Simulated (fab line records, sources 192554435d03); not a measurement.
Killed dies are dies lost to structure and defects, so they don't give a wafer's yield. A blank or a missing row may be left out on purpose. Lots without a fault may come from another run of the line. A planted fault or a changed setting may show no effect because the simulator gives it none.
One fault seen from 2 desks | flow n5_finfet | each desk has only its own numbers; what lay behind them comes last

THE METROLOGY DESK
What the gauges read, lot by lot, whatever tool the lot ran on: means of the sampled wafers that have a number. A lot is out of limits, marked OUT, if its mean lies more than 4 standard deviations from the usual mean; the brackets give that distance.
Columns: A = M5_ILD_THK at N5_BEOL_M5_THK_MEAS_01, usual 120.7 nm
lot  | first seen here | A
L768 | day 9 12:34     | 118.8
L771 | day 9 22:39     | 120.9
L773 | day 10 08:55    | 120.1
L774 | day 10 11:59    | 122.1
L775 | day 10 22:54    | 120.8
L776 | day 11 00:00    | 122.7
L783 | day 12 21:18    | 122.0
L786 | day 13 15:08    | 118.8
L790 | day 14 09:11    | 121.3
L789 | day 14 16:19    | 118.9
L791 | day 14 17:23    | 120.9
This desk's finding: nothing out of limits on any of the 11 lots.

THE TOOL OWNER'S DESK: pecvd-04
The tool's own readings at N5_BEOL_M5_PECVD_70 (deposits SiO2 from TEOS/O2, target thk 16 nm, time 18 s): means of the sampled wafers that have a number, for each lot that ran on this tool. A lot is out of limits, marked OUT, if its mean lies more than 4 standard deviations from the usual mean; the brackets give that distance.
Columns: A = heater_power_w at N5_BEOL_M5_PECVD_70, usual 651 W; B = showerhead_plenum_p_Torr at N5_BEOL_M5_PECVD_70, usual 8.77 Torr; C = susceptor_temp_C at N5_BEOL_M5_PECVD_70, usual 399.98 C; D = throttle_valve_pct at N5_BEOL_M5_PECVD_70, usual 22.6 %
lot  | first seen here | A   | B    | C                | D
L768 | day 9 12:37     | 603 | 8.83 | 399.73           | 22.6
L771 | day 9 22:41     | 601 | 8.89 | 399.81           | 22.8
L783 | day 12 21:20    | 610 | 8.84 | 392.62 (-37) OUT | 22.5
L786 | day 13 15:11    | 619 | 8.81 | 392.69 (-36) OUT | 21.9
This desk's finding: out of limits on L783, L786; first on L783, day 12 21:20 (susceptor_temp_C at N5_BEOL_M5_PECVD_70). In limits: L768, L771.

PUT TOGETHER
The tool owner's desk could have raised an alarm at day 12 21:20, on L783, L786.
The metrology desk saw nothing out of limits.
The metrology desk has L783, L786 on record, within its limits.
Of the lots named, all ran N5_BEOL_M5_PECVD_70 on pecvd-04.

WHAT THE SIMULATOR HAD PUT IN
Process parameter drift: pecvd-04, from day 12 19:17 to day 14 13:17, at N5_BEOL_M5_PECVD_70. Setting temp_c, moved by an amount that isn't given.
Lots struck among those shown: L783, L786.
Hours from the fault's start to each desk's first reading out of limits: the tool owner's desk, 2.
